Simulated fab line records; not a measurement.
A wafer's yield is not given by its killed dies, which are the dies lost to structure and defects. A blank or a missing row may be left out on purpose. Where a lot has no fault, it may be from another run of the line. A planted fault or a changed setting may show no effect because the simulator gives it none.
Chamber matching	flow n5-finfet	N5_BEOL_M0_CO_CAP_123 on cvd-co-01: 3 sister chambers
The step material Co, precursor CCTBA/H2, target thk 2 nm, time 102.1 s. 6 wafers are shown with their chamber, then 7 later ones without.

== WAFERS, EACH WITH ITS CHAMBER ==
wafer	chamber	heater-power-w (W)	heater-power-outer-w (W)
L178.5	2	224	122
L180.1	2	225	125
L180.4	0	203	113
L180.6	1	258	141
L182.2	0	205	113
L182.4	1	268	139

== WAFERS WITHOUT THEIR CHAMBER ==
wafer	heater-power-w (W)	heater-power-outer-w (W)
L182.6	204	117
L187.1	207	114
L187.4	203	115
L187.5	261	140
L193.1	232	126
L193.4	261	142
L193.6	205	116

== EACH ONE'S CHAMBER ==
wafer	from the rows above	in truth
L182.6	0	0
L187.1	0	0
L187.4	0	0
L187.5	1	1
L193.1	2	2
L193.4	1	1
L193.6	0	0
Placed correctly: 7 of 7. From these rows, 0 cannot be placed. Number placed wrongly: 0.
How it was worked out, from the rows above alone: a wafer's distance from a chamber is the root of the sum, over the readings, of the square of ((its reading less the chamber's mean) divided by the reading's scatter). The wafer belongs to the nearest chamber; if the next one is less than 2 further off, it can't be placed. For every chamber, the mean is computed from those of its wafers that are shown. How the scatter is found: for the shown wafers, subtract from each reading the mean of its chamber, square and add these, divide the total by (wafers less chambers), then take the root.
